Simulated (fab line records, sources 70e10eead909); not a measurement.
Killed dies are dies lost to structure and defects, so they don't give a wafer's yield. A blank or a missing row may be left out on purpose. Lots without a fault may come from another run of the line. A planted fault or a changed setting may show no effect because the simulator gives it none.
Chamber matching | flow nand_harc | NHARC_A_CHANNEL_FILL_D2_ALD_02 on ald_hk-04: 4 sister chambers
The step deposits SiO2, target thk 6 nm, pulse time 10 s, ald cycles 60. 14 wafers are shown with their chamber, then 7 later ones without.

WAFERS WITH THEIR CHAMBER
wafer  | chamber | heater_power_w (W) | precursor_pulse_height_rel
L074.1 | 2       | 465                | 1.021
L074.2 | 1       | 418                | 1.000
L074.5 | 2       | 473                | 0.971
L078.1 | 2       | 482                | 1.010
L078.3 | 3       | 507                | 0.978
L078.5 | 0       | 467                | 1.025
L086.1 | 1       | 421                | 0.996
L086.4 | 2       | 481                | 0.989
L086.5 | 1       | 427                | 1.019
L089.1 | 1       | 425                | 1.009
L089.4 | 2       | 494                | 1.006
L089.6 | 3       | 524                | 1.007
L090.1 | 1       | 419                | 1.006
L090.4 | 2       | 477                | 0.979

SIGNATURES (means of the wafers above)
reading                    | chamber 0 | chamber 1 | chamber 2 | chamber 3 | scatter within a chamber
heater_power_w             | 467.00    | 422.00    | 478.67    | 515.50    | 8.23
precursor_pulse_height_rel | 1.02500   | 1.00600   | 0.99600   | 0.99250   | 0.0162
Rule: a wafer's distance from a chamber is the root of the sum, over the readings, of the square of ((its reading less the chamber's mean) divided by the reading's scatter). The wafer belongs to the nearest chamber; if the next one is less than 2 further off, it can't be placed. The scatter: the root of (the sum of the squares of (reading less its chamber's mean) over the shown wafers, divided by (wafers less chambers)).

WAFERS WITHOUT THEIR CHAMBER
wafer  | heater_power_w (W) | precursor_pulse_height_rel
L090.5 | 508                | 1.012
L091.1 | 512                | 0.989
L091.4 | 514                | 1.015
L091.6 | 408                | 0.963
L093.1 | 517                | 1.010
L093.5 | 500                | 1.027
L093.6 | 427                | 0.972

WHICH CHAMBER EACH WENT THROUGH
wafer  | from the rows above          | in truth
L090.5 | 3                            | 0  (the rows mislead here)
L091.1 | 3                            | 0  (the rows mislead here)
L091.4 | 3                            | 3
L091.6 | 1                            | 1
L093.1 | 3                            | 3
L093.5 | can't be placed: 3 or 2 or 0 | 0
L093.6 | 1                            | 1
Placed correctly: 4 of 7. Can't be placed from these rows: 1 (the true chamber is among the candidates in 1). Placed wrongly: 2.
